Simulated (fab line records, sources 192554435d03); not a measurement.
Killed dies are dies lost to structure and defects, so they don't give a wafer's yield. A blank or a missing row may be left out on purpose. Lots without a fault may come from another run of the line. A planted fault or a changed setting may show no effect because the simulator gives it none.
fab line records | flow n5_finfet
record lots=5 wafers=15 last_day=15
route steps=1938 shown HKMG_FIN@447
lots that met no fault: from a run of the same line without faults
start_h: hours from the record's first day to the start of the lot's first wafer shown | wait_h: hours since the lot's step before | " the same as in the row above | L1.1+2: a row that stands for several wafers | - no value, or no start given | * or withheld: withheld | < > ~ a bound
route shown NAME@n: a module of which the file shows steps, and the number in the route of the first | usual: mean/standard deviation of fault-free wafers | same: alike in all rows | chamber/n: place in a boat | sites: the reading at each site | _std_site: their standard deviation | _edge_site: outer sites' mean less inner sites' | radius_mm: how far each site lies from the wafer's centre | mask NAME#n: copy n | behind: the tool/chamber that last shaped the wafer | hold: why the lot was held/for how many hours/how that ended | device: the transistor (n, p or np) that didn't switch | end of line: the same wafers' tests at the end of the route | a step without rows: its recipe alone | killed: dies lost to structure and defects at the first sort, not the wafer's yield | map: a wafer's dies, x killed, . not, _ none there
set.NAME: the setting as run; set.NAME@STEP: as run at that earlier step | model.NAME: the simulator's own value behind a step, which no gauge read
lots at some steps of the route; a table a step, a row a wafer
services: from which hour (start_h, from the record's first day; less than 0 if before it) a tool's chamber was out of use, for how many hours, and why
## steps
# step N5_HKMG_FIN_STRIP_88
# recipe chemistry=N2/H2 power_w=2500 temp_c=300 h2_frac=0.65 time_s=360 pressure_mtorr=withheld n2_flow_sccm=1750 h2_flow_sccm=3250
# usual drypump_motor_current_A=5.62/0.23 heater_power_w=486/40
# columns lot.wafer tool chamber start_h wait_h drypump_motor_current_A heater_power_w rf_hours_counter_h
L075.2 plasma_asher-02 1 84.75 0.0 5.64 436 39
L075.4 " 0 " " 5.20 532 -
L075.5 " 1 " " 5.69 426 -
L078.2 plasma_asher-02 0 101.30 0.0 5.22 554 40
L078.4 " 1 " " 5.68 432 -
L078.6 " 0 " " 5.25 556 -
L080.2 plasma_asher-02 0 112.14 0.0 5.22 527 42
L080.3 " 1 " " 5.72 432 -
L080.5 " 0 " " 5.24 542 -
L087.4 plasma_asher-02 1 155.10 0.1 5.67 436 -
L087.5 " 1 " " 5.71 439 -
L087.6 " 0 " " 5.23 544 -
L090.1 plasma_asher-01 0 171.13 0.0 5.85 510 108
L090.2 " 1 " " 5.73 466 108
L090.5 " 1 " " 5.73 477 -
# step N5_HKMG_FIN_NWFM_ALD_20
# recipe material=TiAlC target_thk_a=20 temp_c=300 ald_precursor_family=TiCl4 ald_co_reactant=TEA pulse_time_s=3 purge_time_s=2 co_reactant_purge_time_s=2 co_reactant_pulse_time_s=10 ald_cycles=7 pressure_torr=3
# usual heater_power_w=489/28 precursor_pulse_height_rel=1.003/0.02
# same pulse_time_s=3
# columns lot.wafer tool chamber start_h wait_h heater_power_w precursor_pulse_height_rel
L075.2 ald_metal-01 2 85.14 0.3 495 1.008
L075.4 " 0 " " 515 0.989
L075.5 " 3 " " 492 1.012
L078.2 ald_metal-02 3 101.69 0.3 473 1.002
L078.4 " 1 " " 493 0.985
L078.6 " 3 " " 480 1.036
L080.2 ald_metal-03 1 112.53 0.3 518 1.013
L080.3 " 0 " " 495 0.993
L080.5 " 3 " " 453 0.997
L087.4 ald_metal-03 0 155.36 0.1 515 1.037
L087.5 " 2 " " 467 0.994
L087.6 " 1 " " 519 1.042
L090.1 ald_metal-01 0 171.52 0.3 520 0.992
L090.2 " 3 " " 470 0.984
L090.5 " 3 " " 475 1.015
# step N5_HKMG_FIN_ALD_71
# recipe material=TiN target_thk_a=10 temp_c=400 ald_precursor_family=TiCl4 ald_co_reactant=NH3 pulse_time_s=1 purge_time_s=3 co_reactant_purge_time_s=2 co_reactant_pulse_time_s=2 ald_cycles=47 pressure_torr=3
# usual heater_power_w=872/49 precursor_pulse_height_rel=0.997/0.019
# same pulse_time_s=1
# columns lot.wafer tool chamber start_h wait_h heater_power_w precursor_pulse_height_rel
L075.2 ald_metal-01 2 85.24 0.0 868 1.000
L075.4 " 0 " " 915 1.011
L075.5 " 3 " " 877 0.972
L078.2 ald_metal-02 3 101.78 0.0 869 0.978
L078.4 " 1 " " 875 1.003
L078.6 " 3 " " 856 0.988
L080.2 ald_metal-03 1 112.63 0.0 907 1.004
L080.3 " 0 " " 876 0.998
L080.5 " 3 " " 830 0.998
L087.4 ald_metal-03 0 155.46 0.0 883 0.960
L087.5 " 2 " " 799 0.994
L087.6 " 1 " " 930 0.991
L090.1 ald_metal-01 0 171.62 0.0 913 0.975
L090.2 " 3 " " 867 0.971
L090.5 " 3 " " 859 1.011
# step N5_HKMG_FIN_COAT_66
# recipe resist=SOC temp_c=250 time_s=60 spin_rpm=1500 resist_thk_nm=300
# columns lot.wafer tool chamber start_h wait_h
L075.2+4+5 litho_track-03 0 85.51 0.2
L078.2+4+6 litho_track-05 0 102.06 0.2
L080.2+3+5 litho_track-03 0 112.91 0.2
L087.4+5+6 litho_track-02 0 155.75 0.2
L090.1+2+5 litho_track-02 0 171.89 0.2
# step N5_HKMG_FIN_ETCH_67
# recipe chemistry=N2/H2 target=SOC target_depth_a=3889 stop_on=TiN ion_energy_ev=100 bias_w=61 pressure_mtorr=30 source_w=850 n2_flow_sccm=200 h2_flow_sccm=200
# usual drypump_motor_current_A=5.8/0.32 oes_product_au=0.78/0.082 rf_vpp_V=241.3/1.3 showerhead_plenum_p_Torr=2.59/0.08 throttle_valve_pct=17.79/0.3
# columns lot.wafer tool chamber start_h wait_h drypump_motor_current_A oes_product_au rf_hours_counter_h rf_vpp_V showerhead_plenum_p_Torr throttle_valve_pct
L075.2 rie_diel-03 0 85.64 - 5.7 0.69 206 241.5 2.62 18.03
L075.4 " 2 " " 5.7 0.92 17 241.8 2.70 17.36
L075.5 " 0 " " 5.7 0.69 - 241.2 2.62 18.06
L078.2 rie_diel-05 1 102.12 - 5.5 0.72 160 242.1 2.66 17.92
L078.4 " 2 " " 5.5 0.88 25 240.0 2.59 17.63
L078.6 " 3 " " 5.8 0.87 - 240.3 2.48 17.55
L080.2 rie_diel-05 3 112.97 - 5.8 0.87 31 239.5 2.47 17.59
L080.3 " 2 " " 5.5 0.87 30 241.4 2.58 17.62
L080.5 " 0 " " 5.7 0.89 - 242.3 2.70 17.37
L087.4 rie_diel-05 2 155.80 - 5.5 0.86 44 240.7 2.58 17.64
L087.5 " 2 " " 5.5 0.86 - 241.6 2.58 17.67
L087.6 " 1 " " 5.5 0.71 - 240.3 2.65 17.95
L090.1 rie_diel-03 1 171.95 - 5.4 0.75 164 238.5 2.43 17.45
L090.2 " 0 " " 5.7 0.68 231 241.7 2.61 18.10
L090.5 " 2 " " 5.8 0.87 - 242.8 2.69 17.43
# step N5_HKMG_FIN_STRIP_90
# recipe chemistry=N2/H2 material=SOC time_s=20 power_w=500 temp_c=40 pressure_mtorr=50 rf_frequency_hz=6e+07 bias_power_w=8 h2_frac=0.5 n2_flow_sccm=300 h2_flow_sccm=300
# usual drypump_motor_current_A=5.8/0.32 oes_product_au=0.79/0.088 rf_vpp_V=54.4/0.84 showerhead_plenum_p_Torr=3.42/0.1 throttle_valve_pct=19.0/0.35
# columns lot.wafer tool chamber start_h wait_h drypump_motor_current_A oes_product_au rf_hours_counter_h rf_vpp_V showerhead_plenum_p_Torr throttle_valve_pct
L075.2 rie_diel-03 0 85.70 0.0 5.7 0.70 206 55.0 3.46 19.3
L075.4 " 2 " " 5.8 0.94 17 55.6 3.56 18.5
L075.5 " 0 " " 5.7 0.69 - 54.6 3.46 19.3
L078.2 rie_diel-05 1 102.18 0.0 5.5 0.72 160 54.8 3.50 19.1
L078.4 " 2 " " 5.5 0.89 25 53.2 3.41 18.8
L078.6 " 3 " " 5.8 0.90 - 54.2 3.27 18.7
L080.2 rie_diel-05 3 113.03 0.0 5.8 0.89 31 53.6 3.27 18.7
L080.3 " 2 " " 5.5 0.89 30 54.3 3.41 18.9
L080.5 " 0 " " 5.7 0.91 - 54.3 3.56 18.4
L087.4 rie_diel-05 2 155.86 0.0 5.5 0.86 45 55.3 3.40 18.9
L087.5 " 2 " " 5.5 0.86 - 54.0 3.40 18.9
L087.6 " 1 " " 5.5 0.71 - 55.8 3.49 19.2
L090.1 rie_diel-03 1 172.01 0.0 5.4 0.76 164 53.7 3.22 18.7
L090.2 " 0 " " 5.7 0.68 231 54.9 3.45 19.3
L090.5 " 2 " " 5.8 0.89 - 55.2 3.55 18.5
# step N5_HKMG_FIN_WET_ETCH_73
# recipe chemistry=SC1 mix=1:2:40 temp_c=50 time_s=42.3 target_depth_nm=1.3 dry=ipa_marangoni rinse_time_s=30 rinse_temp_c=23
# columns lot.wafer tool chamber start_h wait_h
L075.2+4+5 wet_bench-05 2,4,7 85.80 0.1
L078.2+4+6 wet_bench-01 4,0,5 102.28 0.1
L080.2+3+5 wet_bench-02 3,4,1 113.13 0.1
L087.4+5+6 wet_bench-02 3,4,5 155.96 0.1
L090.1+2+5 wet_bench-01 1,5,4 172.11 0.1
# step N5_HKMG_FIN_ETCHBACK_68
# recipe chemistry=Cl2/Ar stop_on=HfO2 target_depth_a=5 pressure_mtorr=10 icp_w=600 bias_w=60 Cl2_flow_sccm=40 Ar_flow_sccm=60
# usual drypump_motor_current_A=5.5/0.42 oes_product_au=0.73/0.083 throttle_valve_pct=20.79/0.12
# columns lot.wafer tool chamber start_h wait_h drypump_motor_current_A oes_product_au rf_hours_counter_h throttle_valve_pct
L075.2 rie_metal-02 1 85.86 0.0 5.2 0.81 29 20.70
L075.4 " 0 " " 6.3 0.58 - 21.03
L075.5 " 0 " " 6.3 0.57 - 21.02
L078.2 rie_metal-03 0 102.34 0.0 5.8 0.73 58 20.94
L078.4 " 0 " " 5.8 0.74 - 20.91
L078.6 " 1 " " 5.2 0.70 - 20.70
L080.2 rie_metal-02 0 113.18 0.0 6.3 0.58 146 21.00
L080.3 " 1 " " 5.3 0.81 - 20.70
L080.5 " 1 " " 5.3 0.82 - 20.69
L087.4 rie_metal-02 1 156.14 0.2 5.2 0.79 - 20.72
L087.5 " 1 " " 5.2 0.78 - 20.72
L087.6 " 1 " " 5.3 0.79 - 20.71
L090.1 rie_metal-03 1 172.23 0.1 5.1 0.59 78 20.85
L090.2 " 0 " " 5.8 0.72 64 20.94
L090.5 " 1 " " 5.1 0.69 - 20.71
# step N5_HKMG_FIN_STRIP_69
# recipe chemistry=N2/H2 power_w=2500 temp_c=300 h2_frac=0.65 time_s=360 pressure_mtorr=withheld n2_flow_sccm=1750 h2_flow_sccm=3250
# usual drypump_motor_current_A=5.69/0.2 heater_power_w=488/32
# columns lot.wafer tool chamber start_h wait_h drypump_motor_current_A heater_power_w rf_hours_counter_h
L075.2 plasma_asher-01 0 86.00 0.1 5.82 492 87
L075.4 " 0 " " 5.82 502 -
L075.5 " 0 " " 5.82 513 -
L078.2 plasma_asher-01 1 102.48 0.1 5.73 465 93
L078.4 " 0 " " 5.83 500 -
L078.6 " 0 " " 5.82 500 -
L080.2 plasma_asher-01 0 113.33 0.1 5.82 502 96
L080.3 " 1 " " 5.72 469 -
L080.5 " 0 " " 5.82 503 -
L087.4 plasma_asher-02 0 156.40 0.2 5.23 547 -
L087.5 " 0 " " 5.21 546 -
L087.6 " 1 " " 5.68 437 -
L090.1 plasma_asher-01 1 172.37 0.1 5.76 476 109
L090.2 " 0 " " 5.81 492 109
L090.5 " 0 " " 5.83 489 -
# step N5_HKMG_FIN_ALD_21
# recipe material=TiN target_thk_a=15 temp_c=400 ald_precursor_family=TiCl4 ald_co_reactant=NH3 pulse_time_s=1 purge_time_s=3 co_reactant_purge_time_s=2 co_reactant_pulse_time_s=2 ald_cycles=68 pressure_torr=3
# usual heater_power_w=882/50 precursor_pulse_height_rel=0.998/0.022
# same pulse_time_s=1
# columns lot.wafer tool chamber start_h wait_h heater_power_w precursor_pulse_height_rel
L075.2 ald_metal-02 1 86.39 0.3 888 0.962
L075.4 " 2 " " 839 0.996
L075.5 " 1 " " 862 1.005
L078.2 ald_metal-01 3 102.87 0.3 857 1.009
L078.4 " 0 " " 928 0.989
L078.6 " 2 " " 880 1.017
L080.2 ald_metal-02 3 113.71 0.3 834 1.032
L080.3 " 2 " " 855 1.018
L080.5 " 0 " " 1003 1.035
L087.4 ald_metal-03 3 156.66 0.1 821 0.985
L087.5 " 3 " " 821 0.986
L087.6 " 0 " " 916 0.960
L090.1 ald_metal-01 2 172.76 0.3 846 0.977
L090.2 " 1 " " 826 1.017
L090.5 " 2 " " 867 0.985
# step N5_HKMG_FIN_ALD_72
# recipe material=W target_thk_a=20 temp_c=300 pressure_torr=7.5 ald_precursor_family=WF6 ald_co_reactant=B2H6 pulse_time_s=1 purge_time_s=2 co_reactant_purge_time_s=2 co_reactant_pulse_time_s=3 ald_cycles=7
# usual heater_power_w=470/24 precursor_pulse_height_rel=1.000/0.02
# same pulse_time_s=1
# columns lot.wafer tool chamber start_h wait_h heater_power_w precursor_pulse_height_rel
L075.2 cvd_w-01 1 86.75 0.2 424 1.032
L075.4 " 1 " " 427 1.016
L075.5 " 0 " " 494 0.996
L078.2 cvd_w-02 1 103.23 0.2 486 1.049
L078.4 " 1 " " 480 0.988
L078.6 " 1 " " 475 1.019
L080.2 cvd_w-01 0 114.07 0.2 498 1.010
L080.3 " 1 " " 415 1.026
L080.5 " 0 " " 488 1.014
L087.4 cvd_w-01 1 157.05 0.2 435 0.995
L087.5 " 0 " " 492 0.994
L087.6 " 1 " " 432 1.038
L090.1 cvd_w-02 1 173.12 0.2 475 1.003
L090.2 " 0 " " 476 0.999
L090.5 " 0 " " 469 1.006
## services
# columns tool chamber start_h hours kind
ald_metal-01 1 78.89 42.1 repair
plasma_asher-02 - 85.11 14.6 pm
ald_metal-03 1 87.52 14.0 repair
rie_diel-03 3 95.34 22.6 repair
rie_diel-03 0 103.91 18.7 repair
plasma_asher-02 - 105.73 2.8 pm
cvd_w-01 - 105.73 7.9 repair
rie_metal-02 - 107.43 2.8 pm
rie_metal-03 - 108.13 14.6 pm
rie_diel-03 - 112.50 2.8 repair
litho_track-02 - 114.99 - consumable_replace:filter
cvd_w-01 1 118.10 - calibration
cvd_w-02 - 118.33 1.0 repair
litho_track-05 - 122.97 - consumable_replace:filter
cvd_w-02 1 125.09 3.7 repair
rie_metal-02 0 142.03 22.0 repair
cvd_w-02 - 153.89 0.7 repair
ald_metal-02 - 156.57 0.7 repair
ald_metal-01 - 160.28 0.9 repair
## key
fault none
